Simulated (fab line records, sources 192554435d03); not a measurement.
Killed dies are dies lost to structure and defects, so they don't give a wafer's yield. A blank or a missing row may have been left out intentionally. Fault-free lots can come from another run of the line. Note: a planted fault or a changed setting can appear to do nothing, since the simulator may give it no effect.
Chamber matching / flow n5 finfet / 4 sister chambers for N5_MOL_CONTACT_COAG_ETCH_105 on rie diel-06
The step etches SiARC in CF4, target depth 15.6 nm, time 26 s. 14 wafers are shown with their chamber, then 7 later ones without.

## WAFERS, EACH WITH ITS CHAMBER
wafer=L075.2; chamber=2; drypump motor current A (A)=5.4; showerhead plenum p Torr (Torr)=2.26; throttle valve pct (%)=15.52
wafer=L075.3; chamber=0; drypump motor current A (A)=5.3; showerhead plenum p Torr (Torr)=2.27; throttle valve pct (%)=15.44
wafer=L075.4; chamber=3; drypump motor current A (A)=5.2; showerhead plenum p Torr (Torr)=2.25; throttle valve pct (%)=15.43
wafer=L082.1; chamber=2; drypump motor current A (A)=5.4; showerhead plenum p Torr (Torr)=2.26; throttle valve pct (%)=15.53
wafer=L082.4; chamber=1; drypump motor current A (A)=6.7; showerhead plenum p Torr (Torr)=2.07; throttle valve pct (%)=15.62
wafer=L082.6; chamber=3; drypump motor current A (A)=5.2; showerhead plenum p Torr (Torr)=2.25; throttle valve pct (%)=15.42
wafer=L084.1; chamber=2; drypump motor current A (A)=5.4; showerhead plenum p Torr (Torr)=2.26; throttle valve pct (%)=15.54
wafer=L084.2; chamber=0; drypump motor current A (A)=5.3; showerhead plenum p Torr (Torr)=2.27; throttle valve pct (%)=15.44
wafer=L084.4; chamber=3; drypump motor current A (A)=5.2; showerhead plenum p Torr (Torr)=2.25; throttle valve pct (%)=15.43
wafer=L088.3; chamber=3; drypump motor current A (A)=5.2; showerhead plenum p Torr (Torr)=2.25; throttle valve pct (%)=15.46
wafer=L088.5; chamber=0; drypump motor current A (A)=5.3; showerhead plenum p Torr (Torr)=2.27; throttle valve pct (%)=15.45
wafer=L088.6; chamber=1; drypump motor current A (A)=6.7; showerhead plenum p Torr (Torr)=2.06; throttle valve pct (%)=15.62
wafer=L092.1; chamber=0; drypump motor current A (A)=5.3; showerhead plenum p Torr (Torr)=2.26; throttle valve pct (%)=15.47
wafer=L092.3; chamber=3; drypump motor current A (A)=5.1; showerhead plenum p Torr (Torr)=2.24; throttle valve pct (%)=15.49

SIGNATURES (means of the wafers above)
reading=drypump motor current A; chamber 0=5.300; chamber 1=6.700; chamber 2=5.400; chamber 3=5.180; scatter within a chamber=0.0283
reading=showerhead plenum p Torr; chamber 0=2.2675; chamber 1=2.0650; chamber 2=2.2600; chamber 3=2.2480; scatter within a chamber=0.00453
reading=throttle valve pct; chamber 0=15.4500; chamber 1=15.6200; chamber 2=15.5300; chamber 3=15.4460; scatter within a chamber=0.0203
Rule: for a wafer and a chamber, the distance is found by dividing, reading by reading, the gap between the wafer's reading and the chamber's mean by the reading's scatter, squaring, summing and taking the root. The wafer belongs to the nearest chamber; if the next one is less than 2 further off, it can't be placed. The scatter: the root of (the sum of the squares of (reading less its chamber's mean) over the shown wafers, divided by (wafers less chambers)).

## WAFERS WHOSE CHAMBER IS MISSING
wafer=L092.6; drypump motor current A (A)=6.7; showerhead plenum p Torr (Torr)=2.06; throttle valve pct (%)=15.68
wafer=L096.1; drypump motor current A (A)=5.4; showerhead plenum p Torr (Torr)=2.25; throttle valve pct (%)=15.60
wafer=L096.2; drypump motor current A (A)=6.7; showerhead plenum p Torr (Torr)=2.06; throttle valve pct (%)=15.67
wafer=L096.6; drypump motor current A (A)=6.7; showerhead plenum p Torr (Torr)=2.06; throttle valve pct (%)=15.67
wafer=L097.1; drypump motor current A (A)=5.4; showerhead plenum p Torr (Torr)=2.25; throttle valve pct (%)=15.60
wafer=L097.3; drypump motor current A (A)=5.1; showerhead plenum p Torr (Torr)=2.24; throttle valve pct (%)=15.51
wafer=L097.5; drypump motor current A (A)=5.3; showerhead plenum p Torr (Torr)=2.26; throttle valve pct (%)=15.49

## WHICH CHAMBER EACH ONE RAN IN
wafer=L092.6; from the rows above=1; in truth=1
wafer=L096.1; from the rows above=2; in truth=2
wafer=L096.2; from the rows above=1; in truth=1
wafer=L096.6; from the rows above=1; in truth=1
wafer=L097.1; from the rows above=2; in truth=2
wafer=L097.3; from the rows above=3; in truth=3
wafer=L097.5; from the rows above=can't be placed: 0 or 2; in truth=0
Placed correctly: 6 of 7. Can't be placed from these rows: 1 (the true chamber is among the candidates in 1). 0 placed wrongly.
